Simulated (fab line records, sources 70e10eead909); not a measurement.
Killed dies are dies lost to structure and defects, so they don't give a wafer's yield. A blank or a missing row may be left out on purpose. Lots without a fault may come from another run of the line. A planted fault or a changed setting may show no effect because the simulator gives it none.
A struck lot beside a sound one | flow nand_harc | 39 steps out of a route of 1302
Sound: wafers L263.4, L263.5, L263.6. Struck: wafers L271.3, L271.6. (L271.2 of the same lot was not struck and is left out.) The cause comes at the end.
At each step with rows: each side's tool, then ch and its chambers, then its first start. Under that, the readings that differ: sound wafers | struck wafers | difference of the means | sigmas: that difference in standard deviations of wafers without a fault.
alike: readings whose means differ by less than 2 such deviations, and words and numbers that are the same on both sides. not compared: withheld readings, readings that some wafer has no value for, bounds like >300 that may hide the same value, and numbers for which the record gives no deviation and whose values overlap.
The two part at a step that has a row with sigmas, a row that says differs or no value, or rows on one side only. Numbers that don't overlap but have no deviation are shown without sigmas and don't part them. A reading that every wafer of one side lacks parts them only if that side has two wafers or more.

NHARC_P_M0_CD_MEAS_09: target cd 90 nm.
  sound on cd_sem-03 ch 0, day 6 21:12; struck on cd_sem-03 ch 0, day 10 09:26
  alike: cd_nm
NHARC_P_M0_OVL_MEAS_10: pitch 180 nm.
  sound on overlay-02, day 6 21:17; struck on overlay-02, day 10 09:31
  alike: overlay_x_nm, overlay_y_nm
NHARC_P_M0_INSPECT_11:
  sound on defect_inspect-01, day 6 21:19; struck on defect_inspect-02, day 10 09:33
  alike: raw_defect_count
then, 2 steps without rows for these wafers: NHARC_P_M0_DESCUM_14 (chemistry O2, time 3 s); NHARC_P_M0_ETCH_34 (etches the open film in N2/H2, target depth 40 nm, overetch 12 nm, time 43.94 s).
NHARC_P_M0_ETCH_15: etches the open film in C4F8/Ar, target depth 150 nm, overetch 15 nm, time 82.5 s.
  sound on rie_diel-12 ch 0,1; struck on rie_diel-04 ch 0,2
  alike: oes_product_au, rf_fwd_power_W, rf_vpp_V
  not compared: rf_hours_counter_h
NHARC_P_M0_CD_MEAS_16:
  sound on cd_sem-01, day 6 21:58; struck on cd_sem-03, day 10 09:55
  alike: cd_nm
NHARC_P_M0_STRIP_18: strips in N2/H2.
  sound on rie_diel-04 ch 0,1,2, day 6 22:07; struck on rie_diel-04 ch 0,1, day 10 10:01
  alike: drypump_motor_current_A, oes_product_au, rf_fwd_power_W, rf_vpp_V, showerhead_plenum_p_Torr, throttle_valve_pct
  not compared: rf_hours_counter_h
then, 1 step without rows for these wafers: NHARC_P_M0_STRIP_19 (strips in post etch residue remover, time 600 s).
NHARC_P_M0_DEGAS_28: time 60 s.
  sound on pvd_sputter-01, day 6 22:35; struck on pvd_sputter-02, day 10 10:32
  alike: heater_power_w
NHARC_P_M0_PRE_CLEAN_29: time 30 s.
  sound on pvd_sputter-01; struck on pvd_sputter-02
  alike: heater_power_w
NHARC_P_M0_PVD_20: deposits TaN, target thk 5 nm, time 8.06 s.
  sound on pvd_sputter-01; struck on pvd_sputter-02
  alike: throttle_valve_pct
NHARC_P_M0_PVD_21: deposits Cu, target thk 30 nm, time 20.49 s.
  sound on pvd_sputter-01, day 6 22:50; struck on pvd_sputter-02, day 10 10:47
  alike: throttle_valve_pct
then, 16 steps without rows for these wafers: NHARC_P_M0_ECD_22 (material Cu, target thk 400 nm); NHARC_P_M0_ANNEAL_30 (time 90 s); NHARC_P_M0_CMP_23 (polishes, t overpolish 20 s, target thk 117.54 nm); NHARC_P_M0_SRD_25; NHARC_P_M0_PRE_CLEAN_31 (time 12 s); NHARC_P_M0_DEP_32 (deposits SiCN, target thk 30 nm); NHARC_P_M1_DEP_00 (deposits SiOC, target thk 182.5 nm); NHARC_P_M1_DEHYDRATE_01 (time 120 s); NHARC_P_M1_HMDS_02 (time 30 s); NHARC_P_M1_COAT_34 (time 65 s); NHARC_P_M1_COAT_03 (resist thk 90 nm); NHARC_P_M1_SOFTBAKE_04 (time 55 s); NHARC_P_M1_EBR_05; NHARC_P_M1_EXPOSE_06 (exposes mask P M1, target cd 130 nm); NHARC_P_M1_PEB_07 (peb time 65 s); NHARC_P_M1_DEVELOP_08 (develop time 35 s).
NHARC_P_M1_CD_MEAS_09: target cd 130 nm.
  sound on cd_sem-01 ch 0, day 7 01:32; struck on cd_sem-02 ch 0, day 10 13:38
  alike: cd_nm
NHARC_P_M1_OVL_MEAS_10: pitch 260 nm.
  sound on overlay-02, day 7 01:37; struck on overlay-02, day 10 13:44
  reading           | sound          | struck   | difference | sigmas
  overlay_x_nm (nm) | -2.6 -2.0 -2.5 | -0.4 0.0 | +2.2       | +2
  alike: overlay_y_nm
then, 3 steps without rows for these wafers: NHARC_P_M1_DESCUM_14 (chemistry O2, time 3 s); NHARC_P_M1_ETCH_35 (etches the open film in N2/H2, target depth 40 nm, overetch 12 nm, time 43.94 s); NHARC_P_M1_ETCH_15 (etches the open film in C4F8/Ar, target depth 182.5 nm, time 91.2 s).
NHARC_P_M1_CD_MEAS_16:
  sound on cd_sem-01, day 7 02:01; struck on cd_sem-01, day 10 14:08
  alike: cd_nm
then, 3 steps without rows for these wafers: NHARC_P_M1_STRIP_18 (strips in N2/H2); NHARC_P_M1_ETCH_28 (etches the open film in CF4/N2, target depth 30 nm, time 72.99 s); NHARC_P_M1_STRIP_19 (strips in post etch residue remover, time 600 s).
-- the record jumps here: 18 days lie between the struck wafers' starts before and after (it left off in module P_M1 and takes up again in module END, whose first step shown is number 1302 of the route) --
NHARC_END_SORT_01:
  sound on prober-02 ch 0, day 26 12:43; struck on prober-02 ch 0, day 28 22:11
  reading                  | sound          | struck    | difference | sigmas
  defect_limited_yield (%) | 91.3 92.3 90.5 | 78.7 79.9 | -12.1      | -5
  killed_at_periphery      | 4 3 4          | 95 97     | +92        | +37
  killed_dies              | 59 52 64       | 144 136   | +82        | +5
  sort_bin_2_pct (%)       | 2.8 3.8 2.8    | 10.0 8.3  | +6.0       | +5
  sort_bin_3_pct (%)       | 0.7 0.6 0.7    | 3.8 4.1   | +3.3       | +11
  sort_n_pass              | 618 625 613    | 533 541   | -82        | -5
  sort_rim_yield_pct (%)   | 98 90 92       | 74 76     | -18        | -4
  sort_yield_pct (%)       | 91.3 92.3 90.5 | 78.7 79.9 | -12.1      | -5
  alike: killed_at_array, killed_at_other, killed_open, killed_short, sort_bin_4_pct

WHERE THEY PART
First at NHARC_P_M1_OVL_MEAS_10; last, within this record, at NHARC_END_SORT_01.

WHY: what the simulator had put in
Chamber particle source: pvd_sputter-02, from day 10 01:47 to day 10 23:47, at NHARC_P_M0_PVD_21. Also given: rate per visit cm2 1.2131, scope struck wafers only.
